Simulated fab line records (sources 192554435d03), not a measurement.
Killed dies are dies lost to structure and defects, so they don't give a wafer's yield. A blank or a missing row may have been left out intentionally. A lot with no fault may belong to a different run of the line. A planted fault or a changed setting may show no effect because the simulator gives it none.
Split-lot experiment	flow n5 finfet	route with 1938 steps; 7 lots, 21 wafers read

== ABOUT THE SPLIT ==
At N5_BEOL_M5_ILD_DEP_00 (deposits SiCOH lowk from DEMS/porogen, target thk 140.64 nm, time 25.9 s), the setting time s was moved away from the recipe's 25.9 s on 6 of the 21 wafers read, by -9.3% to +12.9%. The other wafers ran this setting at the recipe's value.

== FROM THE SPLIT ON TO THE READING: in between, the file shows 1 step ==
- N5_BEOL_M5_CURE_79: cures SiCOH lowk, time 240 s

== THE READING ==
M5_ILD_THK at N5_BEOL_M5_THK_MEAS_01, in nm. On this fab line, fault-free wafers typically give 120.2 nm with a standard deviation of 1.8 nm.

wafer	tool, chamber at the split	time s as run, s	against the recipe	M5_ILD_THK, nm	against lot-mates on the recipe
L075.1	pecvd-02, 0	25.9	recipe	119.9	-
L075.2	pecvd-02, 2	23.57	-9.0%	107.3	-12.6
L075.5	pecvd-02, 0	23.57	-9.0%	112.0	-7.9
L081.1	pecvd-02, 1	28.01	+8.1%	130.0	+10.2
L081.2	pecvd-02, 2	25.9	recipe	119.0	-
L081.5	pecvd-02, 2	25.9	recipe	120.6	-
L084.1	pecvd-02, 2	25.9	recipe	117.6	-
L084.3	pecvd-02, 1	25.9	recipe	118.2	-
L084.6	pecvd-02, 1	25.9	recipe	119.8	-
L089.3	pecvd-03, 1	25.9	recipe	119.0	-
L089.5	pecvd-03, 1	23.5	-9.3%	111.0	-9.0
L089.6	pecvd-03, 2	25.9	recipe	120.9	-
L092.3	pecvd-01, 1	25.9	recipe	123.0	-
L092.4	pecvd-01, 0	25.9	recipe	119.7	-
L092.5	pecvd-01, 0	25.9	recipe	122.1	-
L094.1	pecvd-03, 0	25.9	recipe	118.3	-
L094.3	pecvd-03, 2	29.24	+12.9%	133.7	+15.4
L094.6	pecvd-03, 0	29.24	+12.9%	136.5	+18.2
L096.1	pecvd-02, 0	25.9	recipe	120.2	-
L096.3	pecvd-02, 1	25.9	recipe	119.9	-
L096.6	pecvd-02, 0	25.9	recipe	121.9	-

FIT RESULTS
A straight line over all 21 wafers: M5_ILD_THK changes by +1.14 nm for each +1% of time s; r = +0.97; the points scatter about the line by 1.6 nm.
The same after taking each lot's own level away (the mean of its wafers on the recipe; 21 wafers): +1.21 nm for each +1%; r = +0.98; scatter 1.4 nm.
Per that fit: largest time s move, reading shift of 16 nm.
The lots' own levels span 118.30 to 121.60 nm, that is 1.8 times the standard deviation above.
Consequently the slope shifts little with the lot-to-lot level, the two slopes agreeing.
Check: with one of the wafers moved furthest among these (+12.9%) left out of the fit, the line predicts +16.1 nm for it against its lot-mates. Against them it came out at +15.4 nm.

== THESE WAFERS: OTHER SPLITS ==
These wafers also went through other splits before the reading. Each is held against what the fit with the lots' levels taken away leaves over:
other split on the same wafers	wafers away from the commonest value	r with M5_ILD_THK (lot level and that fit taken away)
N5_MOL_CONTACT_COAG_ALD_27 time s	5	-0.20
N5_BEOL_M0_SAQP_SPACER1_ALD_98 ald cycles	8	-0.08
N5_BEOL_M0_ETCH_128 source w	5	+0.04
N5_BEOL_M2_ALD_98 ald cycles	8	+0.30
N5_BEOL_M3_COAT_62 spin rpm	7	-0.13
N5_BEOL_M3_COAT_05 spin rpm	10	+0.13
N5_BEOL_M4_DESCUM_16 time s	7	-0.25
N5_BEOL_M4_ETCH_64 bias w	7	-0.02

== THE WHOLE CHAIN: every reading that the file lists as answering this split, in the file's order ==
step	what it does	reading	change (the file's fit)	r (the file's)
N5_BEOL_M5_ILD_DEP_00	deposits SiCOH lowk from DEMS/porogen, target thk 140.64 nm, time 25.9 s	SiCOH_lowk_of_BEOL_M5_ILD_DEP_00.thk nm (the simulator's own value, which no gauge read)	+1.38 nm for each +1% of the setting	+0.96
N5_BEOL_M5_CURE_79	cures SiCOH lowk, time 240 s	SiCOH_lowk_of_BEOL_M5_ILD_DEP_00.thk nm (the simulator's own value, which no gauge read)	+1.19 nm for each +1% of the setting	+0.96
N5_BEOL_M5_THK_MEAS_01		M5_ILD_THK	+1.19 for each +1% of the setting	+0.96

== FILE'S OWN FIT ==
M5_ILD_THK changes by +1.19 nm for each +1% of time s, r = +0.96.
